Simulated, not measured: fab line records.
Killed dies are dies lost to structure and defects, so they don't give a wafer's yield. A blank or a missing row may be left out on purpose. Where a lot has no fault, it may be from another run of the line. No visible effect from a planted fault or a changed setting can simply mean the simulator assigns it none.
A lot that was struck, set against a sound lot / flow n5 finfet / 26 steps out of a route of 1938
Sound: wafers L706.1, L706.5, L706.6. The struck wafers were L709.4, L709.5, L709.6. Last of all comes the cause.
Per side, at each step with rows, come the tool, then ch with its chambers, and then its first start. Under that, the readings that differ: sound wafers / struck wafers / difference of the means / sigmas: that difference in standard deviations of wafers without a fault.
alike: words and numbers the same on both sides, and readings whose means are apart by under 2 such deviations; not compared: readings that were withheld, readings missing a value for some wafer, numbers with overlapping values and no deviation given by the record, and bounds like >300 which may hide the same value.
Wherever a step has rows on one side only, a row that says differs or no value, or a row with sigmas, the two part there. Non-overlapping numbers with no deviation appear without sigmas and do not part them. A reading that every wafer of one side lacks parts them only if that side has two wafers or more.

first, 3 steps without rows for these wafers: N5_BEOL_M10_ECD_50 (material Cu, target thk 318 nm); N5_BEOL_M10_ANNEAL_51 (time 90 s); N5_BEOL_M10_CMP_52 (polishes, stops on SiCOH lowk, t overpolish 7 s, target thk 140 nm).
N5_BEOL_M10_THK_MEAS_53: measures by xrf.
  struck on film metro-01, day 11 01:11; sound on film metro-02, day 10 01:44
  alike: M10_THK
then, 1 step without rows for these wafers: N5_BEOL_M10_PRE_CLEAN_55 (time 15 s).
N5_BEOL_M10_DEP_56: deposits SiCN from 3MS/NH3, target thk 15 nm, time 26.5 s.
  sound on pecvd-01 ch 1,2, day 10 01:47; struck on pecvd-04 ch 0,1,2, day 11 01:16
  alike: rf fwd power W, showerhead plenum p Torr, throttle valve pct
N5_BEOL_M10_RS_MEAS_57: a four-point-probe measurement.
  struck on film metro-01, day 11 01:19; sound on film metro-02, day 10 01:52
  alike: M10_RS
N5_BEOL_M10_INSPECT_58: inspects for defects (darkfield).
  struck on defect inspect-01, day 11 01:21; sound on defect inspect-01, day 10 01:53
  alike: raw defect count
N5_BEOL_M11_ILD_DEP_00: deposits SiCOH lowk from DEMS/porogen, target thk 308.51 nm, time 58 s.
  sound on pecvd-01 ch 0,2, day 10 01:56; struck on pecvd-01 ch 0,1,2, day 11 01:25
  alike: heater power w, rf fwd power W, showerhead plenum p Torr, throttle valve pct
N5_BEOL_M11_CURE_71: cures SiCOH lowk, time 240 s.
  sound on uv cure-01 ch 1, day 10 02:01; struck on uv cure-01 ch 1, day 11 01:56
  alike: lamp power pct, wafer_temp_C_max
N5_BEOL_M11_THK_MEAS_01:
  struck on film metro-02, day 11 02:27; sound on film metro-02, day 10 02:31
reading=M11_ILD_THK (nm); sound=265 266 268; struck=276 274 274; difference=+8; sigmas=+3
N5_BEOL_M11_PECVD_70: deposits SiO2 from TEOS/O2, target thk 20 nm, time 22.7 s.
  sound on pecvd-01 ch 1,2, day 10 02:34; struck on pecvd-01 ch 0,1,2, day 11 02:31
  alike: heater power w, rf fwd power W, showerhead plenum p Torr, throttle valve pct
N5_BEOL_M11_HM_DEP_02: deposits TiN, target thk 20 nm.
  struck on pvd sputter-01, day 11 05:31; sound on pvd sputter-02, day 10 03:08
  alike: throttle valve pct
then, 8 steps without rows for these wafers: N5_BEOL_M11_COAT_59 (time 60 s, resist thk 100 nm); N5_BEOL_M11_COAT_60 (time 60 s, resist thk 30 nm); N5_BEOL_M11_COAT_05 (resist thk 90 nm); N5_BEOL_M11_EBR_07; N5_BEOL_M11_SOFTBAKE_06 (time 60 s); N5_BEOL_M11_EXPOSE_08 (exposes mask M11); N5_BEOL_M11_PEB_09 (peb time 60 s); N5_BEOL_M11_DEVELOP_10 (develop time 30 s).
N5_BEOL_M11_CD_MEAS_11: target cd 64.1 nm.
  sound on cd sem-02 ch 0, day 10 03:38; struck on cd sem-02 ch 0, day 11 06:01
  alike: cd nm
N5_BEOL_M11_OVL_MEAS_12:
  sound on overlay-01 ch 0, day 10 03:40; struck on overlay-01 ch 0, day 11 06:02
  alike: M11_OVL
N5_BEOL_M11_INSPECT_13: inspects for defects (brightfield).
  struck on defect inspect-02, day 11 06:04; sound on defect inspect-01, day 10 03:41
reading=raw defect count; sound=354 447 483; struck=1277 1326 1263; difference=+861; sigmas=+9
N5_BEOL_M11_DESCUM_16: chemistry O2, time 7.9 s.
  sound on rie diel-02 ch 0,1,3, day 10 03:43; struck on rie diel-05 ch 1,2, day 11 06:07
  alike: bias power w, drypump motor current A, oes product au, rf fwd power W, rf vpp V, showerhead plenum p Torr, throttle valve pct
  not compared: rf hours counter h
N5_PASSIVATION_PROBE_49:
  only the struck wafers here have rows in the record (prober-01, day 13 05:38); the sound ones have none

== WHERE THEY PART ==
Last at N5_PASSIVATION_PROBE_49 as far as this record goes, first at N5_BEOL_M11_THK_MEAS_01.

WHY: what had been put in by the simulator
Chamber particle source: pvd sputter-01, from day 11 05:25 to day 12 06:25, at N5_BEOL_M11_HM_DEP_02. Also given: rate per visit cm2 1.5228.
